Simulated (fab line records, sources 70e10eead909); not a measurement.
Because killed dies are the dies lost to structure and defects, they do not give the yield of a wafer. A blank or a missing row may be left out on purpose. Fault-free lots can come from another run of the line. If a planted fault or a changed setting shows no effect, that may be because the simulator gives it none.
A single fault, viewed from 3 desks	flow nand harc	only its own numbers are on each desk; what lay behind them is given at the end

THE DEFECT DESK
Inspection counts along the route, by lot: the mean over sampled wafers that carry a number. Marked OUT: a lot whose mean sits more than 4 standard deviations from the usual mean, which makes it out of limits; the brackets give that distance.
Columns: A = raw defect count at NHARC_THIN_TSV_INSPECT_40, usual 452
lot	first seen here	A
L619	day 19 16:48	409
L622	day 20 10:09	471
L620	day 20 10:10	355
L624	day 20 16:01	450
L625	day 21 19:02	525
L626	day 21 19:02	448
L627	day 21 19:03	461
L631	day 23 00:25	373
L630	day 23 09:20	524
L629	day 23 09:21	505
L636	day 23 13:54	427
L632	day 24 10:13	524
L639	day 24 17:13	513
Result from this desk: across the 13 lots, nothing is out of limits.

THE METROLOGY DESK
Lot by lot, what the gauges showed, no matter which tool ran the lot: averages of those sampled wafers that carry a number. Marked OUT: a lot whose mean sits more than 4 standard deviations from the usual mean, which makes it out of limits; the brackets give that distance.
Columns: A = overlay x nm at NHARC_HYBRID_BOND_OVL_MEAS_05, usual 1 nm; B = overlay y nm at NHARC_HYBRID_BOND_OVL_MEAS_05, usual 3 nm
lot	first seen here	A	B
L619	day 19 03:07	26	33
L620	day 19 18:52	9	41
L622	day 19 18:52	-7	0
L624	day 20 00:55	11	6
L625	day 21 02:25	9	-9
L627	day 21 02:25	26	-31
L626	day 21 02:26	-9	3
L631	day 22 09:58	4	16
L629	day 22 18:43	-18	-38
L630	day 22 18:43	-12	2
L636	day 22 23:01	2	-15
L632	day 23 18:52	-14	0
L639	day 24 02:35	15	-1
Result from this desk: across the 13 lots, nothing is out of limits.

TOOL OWNER'S DESK, pvd sputter-02
The tool's own readings at NHARC_THIN_TSV_PVD_51 (deposits Cu, target thk 100 nm): means of the sampled wafers that have a number, for each lot that ran on this tool. Marked OUT: a lot whose mean sits more than 4 standard deviations from the usual mean, which makes it out of limits; the brackets give that distance.
Columns: A = throttle valve pct at NHARC_THIN_TSV_PVD_51, usual 29.6 %
lot	first seen here	A
L622	day 20 00:42	29.9
L620	day 20 01:50	29.7
L625	day 21 08:19	29.3
L626	day 21 11:01	29.2
L631	day 22 15:38	29.2
L630	day 23 00:46	29.8
L636	day 23 05:53	29.7
Result from this desk: across the 7 lots, nothing is out of limits.

ALL TOGETHER
Nothing the defect desk looked at was out of limits.
The metrology desk saw nothing out of limits.
Nothing out of limits was seen by the tool owner's desk.

WHAT HAD BEEN PUT IN BY THE SIMULATOR
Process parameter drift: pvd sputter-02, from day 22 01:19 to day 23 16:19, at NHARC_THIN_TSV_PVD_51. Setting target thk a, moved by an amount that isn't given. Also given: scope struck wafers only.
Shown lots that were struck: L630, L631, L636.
